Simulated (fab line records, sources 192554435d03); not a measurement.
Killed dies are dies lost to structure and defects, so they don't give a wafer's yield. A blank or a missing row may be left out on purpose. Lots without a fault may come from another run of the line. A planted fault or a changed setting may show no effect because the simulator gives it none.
A struck lot beside a sound one | flow n5_finfet | 26 steps out of a route of 1938
Sound: wafers L425.1, L425.5, L425.6. Struck: wafers L428.1, L428.2, L428.6. The cause comes at the end.
At each step with rows: each side's tool, then ch and its chambers, then its first start. Under that, the readings that differ: sound wafers | struck wafers | difference of the means | sigmas: that difference in standard deviations of wafers without a fault.
alike: readings whose means differ by less than 2 such deviations, and words and numbers that are the same on both sides. not compared: withheld readings, readings that some wafer has no value for, bounds like >300 that may hide the same value, and numbers for which the record gives no deviation and whose values overlap.
The two part at a step that has a row with sigmas, a row that says differs or no value, or rows on one side only. Numbers that don't overlap but have no deviation are shown without sigmas and don't part them. A reading that every wafer of one side lacks parts them only if that side has two wafers or more.

N5_BEOL_M14_SPUTTER_44: material Ta, target thk 15 nm, time 24.19 s.
  sound on pvd_sputter-01, day 11 22:22; struck on pvd_sputter-01, day 12 20:28
  alike: throttle_valve_pct
then, 2 steps without rows for these wafers: N5_BEOL_M14_SPUTTER_45 (material Cu, target thk 100 nm, time 16.67 s); N5_BEOL_M14_ECD_47 (material Cu, target thk 1248 nm).
N5_BEOL_M14_ANNEAL_48: time 90 s.
  sound on rtp_anneal-01 ch 0, day 11 22:58; struck on rtp_anneal-01 ch 0, day 12 20:50
  alike: anneal_temp_c, wafer_temp_C_max
then, 1 step without rows for these wafers: N5_BEOL_M14_CMP_49 (polishes, stops on SiO2, t overpolish 5.2 s, target thk 560 nm).
N5_BEOL_M14_THK_MEAS_50: measures by xrf.
  sound on film_metro-02, day 11 23:34; struck on film_metro-01, day 12 21:26
  alike: M14_THK
then, 1 step without rows for these wafers: N5_BEOL_M14_PRE_CLEAN_52 (time 15 s).
N5_BEOL_M14_DEP_53: deposits SiCN from 3MS/NH3, target thk 50 nm, time 17.8 s.
  sound on pecvd-03 ch 0,2, day 11 23:38; struck on pecvd-03 ch 0,1, day 12 21:30
  alike: rf_fwd_power_W, showerhead_plenum_p_Torr, throttle_valve_pct
N5_BEOL_M14_RS_MEAS_54: measures by four-point-probe.
  sound on film_metro-02, day 11 23:42; struck on film_metro-01, day 12 21:34
  alike: M14_RS
N5_BEOL_M14_INSPECT_55: inspects for defects (darkfield).
  sound on defect_inspect-01, day 11 23:43; struck on defect_inspect-02, day 12 21:35
  alike: raw_defect_count
N5_BEOL_M15_ILD_DEP_00: deposits SiO2 from TEOS/O2, target thk 1629.3 nm, time 346.1 s.
  sound on pecvd-02 ch 0,1,2, day 11 23:46; struck on pecvd-02 ch 0,1,2, day 12 21:38
  alike: heater_power_w, rf_fwd_power_W, showerhead_plenum_p_Torr, throttle_valve_pct
N5_BEOL_M15_THK_MEAS_01:
  sound on film_metro-02, day 12 00:01; struck on film_metro-02, day 12 21:53
  alike: M15_ILD_THK
N5_BEOL_M15_COAT_58: time 60 s, resist thk 89 nm.
  sound on litho_track-04 ch 0, day 12 00:02; struck on litho_track-04 ch 0, day 12 21:55
  reading                                    | sound                | struck               | difference | sigmas
  spin_speed_rpm (rpm)                       | 1501.6 1500.0 1499.7 | 1360.6 1361.5 1362.0 | -139.1     | -99 or more
  model.BARC_of_BEOL_M15_COAT_58.thk_nm (nm) | 89 89 88.8           | 93.2 93.4 93         | +4.3       |
  alike: dispense_pressure_kPa
then, 7 steps without rows for these wafers: N5_BEOL_M15_COAT_04 (resist thk 800 nm); N5_BEOL_M15_EBR_06; N5_BEOL_M15_SOFTBAKE_05 (time 60 s); N5_BEOL_M15_EXPOSE_07 (exposes mask V14); N5_BEOL_M15_PEB_08 (peb time 90 s); N5_BEOL_M15_DEVELOP_09 (develop time 45 s); N5_BEOL_M15_HARDBAKE_14 (time 120 s).
N5_BEOL_M15_CD_MEAS_10: target cd 360 nm.
  sound on cd_sem-02 ch 0, day 12 00:26; struck on cd_sem-03 ch 0, day 12 22:18
  alike: cd_nm
N5_BEOL_M15_OVL_MEAS_11:
  sound on overlay-02 ch 0, day 12 00:28; struck on overlay-02 ch 0, day 12 22:20
  alike: V14_OVL
N5_BEOL_M15_INSPECT_12: inspects for defects (macro).
  sound on defect_inspect-01, day 12 00:29; struck on defect_inspect-01, day 12 22:22
  alike: raw_defect_count
N5_BEOL_M15_DESCUM_15: chemistry O2, time 7.9 s.
  sound on rie_diel-02 ch 0,2, day 12 00:38; struck on rie_diel-03 ch 0,3, day 12 22:23
  alike: drypump_motor_current_A, oes_product_au, rf_fwd_power_W, rf_vpp_V, showerhead_plenum_p_Torr, throttle_valve_pct
  not compared: rf_hours_counter_h
N5_BEOL_M15_ETCH_59: etches BARC in N2/H2, target depth 89 nm, overetch 26.7 nm, time 67.9 s.
  sound on rie_diel-02 ch 0,2, day 12 00:40; struck on rie_diel-03 ch 0,3, day 12 22:26
  reading                  | sound             | struck            | difference | sigmas
  model.etch.depth_nm (nm) | 88.99 88.96 88.76 | 93.22 93.31 93.07 | +4.30      |
  alike: drypump_motor_current_A, oes_product_au, rf_fwd_power_W, rf_vpp_V, showerhead_plenum_p_Torr, throttle_valve_pct
  not compared: rf_hours_counter_h
then, 1 step without rows for these wafers: N5_BEOL_M15_VIA_ETCH_16 (etches SiO2 in C4F8/O2/Ar, target depth 1792.2 nm).

WHERE THEY PART
Only at N5_BEOL_M15_COAT_58, within this record. Later steps at which nothing parts them and some readings are alike: N5_BEOL_M15_CD_MEAS_10, N5_BEOL_M15_OVL_MEAS_11, N5_BEOL_M15_INSPECT_12, N5_BEOL_M15_DESCUM_15, N5_BEOL_M15_ETCH_59.

WHY: what the simulator had put in
Process parameter drift: litho_track-04, from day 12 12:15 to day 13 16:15, at N5_BEOL_M15_COAT_58. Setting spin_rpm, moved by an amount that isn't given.
